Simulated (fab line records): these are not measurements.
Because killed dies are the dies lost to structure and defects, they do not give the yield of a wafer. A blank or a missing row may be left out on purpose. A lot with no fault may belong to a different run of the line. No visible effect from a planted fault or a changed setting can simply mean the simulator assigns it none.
Split-lot trial -- flow n5_finfet -- on a route of 1938 steps: 7 lots, 21 wafers read

THE SPLIT
At N5_BEOL_M3_COAT_76 (time 60 s, resist thk 5 nm), the setting spin_rpm was moved away from the recipe's 1500 rpm on 8 of the 21 wafers read, by -9.5% to +7.4%. For the rest of the wafers, this setting stayed at what the recipe calls for.

FROM THE SPLIT TO THE READING: what the file shows between them, 5 steps
- N5_BEOL_M3_EXPOSE_25: exposes mask V2, defocus 5 nm (also split here: dose_mj)
- N5_BEOL_M3_PEB_26: peb time 60 s
- N5_BEOL_M3_DEVELOP_27: develop time 30 s
- N5_BEOL_M3_CD_MEAS_28: target cd 25.7 nm, target cd y 23.3 nm
- N5_BEOL_M3_DESCUM_33: chemistry O2, time 7 s

THE READING
etch.depth_nm (the simulator's own value, which no gauge read), in nm, at N5_BEOL_M3_ETCH_77 (etches underlayer in N2/H2, target depth 6.5 nm, time 5.2 s). No usual value for it is given in the file. The 13 wafers here that ran the recipe average 4.995 nm, standard deviation 0.017 nm.

wafer,"tool, chamber at the split","spin_rpm as run, rpm",against the recipe,"etch.depth_nm, nm",against lot-mates on the recipe
L074.1,"litho_track-02, 0",1575,+5.0%,4.865,no lot-mate on the recipe
L074.4,"litho_track-02, 0",1575,+5.0%,4.871,no lot-mate on the recipe
L074.5,"litho_track-02, 0",1575,+5.0%,4.867,no lot-mate on the recipe
L076.1,"litho_track-05, 0",1500,recipe,5.019,-
L076.2,"litho_track-05, 0",1500,recipe,4.984,-
L076.3,"litho_track-05, 0",1500,recipe,5.001,-
L077.1,"litho_track-02, 0",1611,+7.4%,4.808,-0.165
L077.3,"litho_track-02, 0",1500,recipe,4.967,-
L077.6,"litho_track-02, 0",1500,recipe,4.98,-
L078.2,"litho_track-01, 0",1357,-9.5%,5.245,+0.271
L078.3,"litho_track-01, 0",1357,-9.5%,5.25,+0.276
L078.6,"litho_track-01, 0",1500,recipe,4.974,-
L081.1,"litho_track-02, 0",1588,+5.9%,4.859,-0.129
L081.3,"litho_track-02, 0",1500,recipe,4.985,-
L081.4,"litho_track-02, 0",1500,recipe,4.99,-
L085.1,"litho_track-05, 0",1500,recipe,5.02,-
L085.4,"litho_track-05, 0",1500,recipe,5.002,-
L085.5,"litho_track-05, 0",1500,recipe,5.024,-
L088.1,"litho_track-02, 0",1500,recipe,5,-
L088.2,"litho_track-02, 0",1500,recipe,4.99,-
L088.3,"litho_track-02, 0",1593,+6.2%,4.849,-0.146

THE FIT
A straight line over all 21 wafers: etch.depth_nm changes by -0.0256 nm for each +1% of spin_rpm; r = -0.99; the points scatter about the line by 0.015 nm.
The same after taking each lot's own level away (the mean of its wafers on the recipe; 18 wafers): -0.0262 nm for each +1%; r = -0.99; scatter 0.014 nm.
According to that fit, moving spin_rpm by its largest amount changes the reading by 0.25 nm.
The span of the lots' own levels, 4.9735 to 5.0153 nm, comes to 2.4 times the standard deviation stated above.
The two slopes are in agreement: the lot-to-lot level therefore moves the slope only a little.
Check: with one of the wafers moved furthest among these (-9.5%) left out of the fit, the line predicts +0.248 nm for it against its lot-mates. It came out at +0.271 nm against them.

FURTHER SPLITS ON THESE WAFERS
Before the reading, these wafers also passed through other splits. Each is held against what the fit with the lots' levels taken away leaves over:
other split on the same wafers,wafers away from the commonest value,r with etch.depth_nm (lot level and that fit taken away)
N5_BEOL_M0_SAQP_PECVD_04 time_s,6,-0.03
N5_BEOL_M0_SAQP_COAT_87 spin_rpm,7,+0.01
N5_BEOL_M1_ILD_DEP_00 time_s,5,+0.13
N5_BEOL_M1_PECVD_72 time_s,5,+0.18
N5_BEOL_M3_EXPOSE_25 dose_mj,8,-0.31

THE FILE'S OWN FIT
etch.depth_nm changes by -0.0251 nm for each +1% of spin_rpm, r = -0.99.
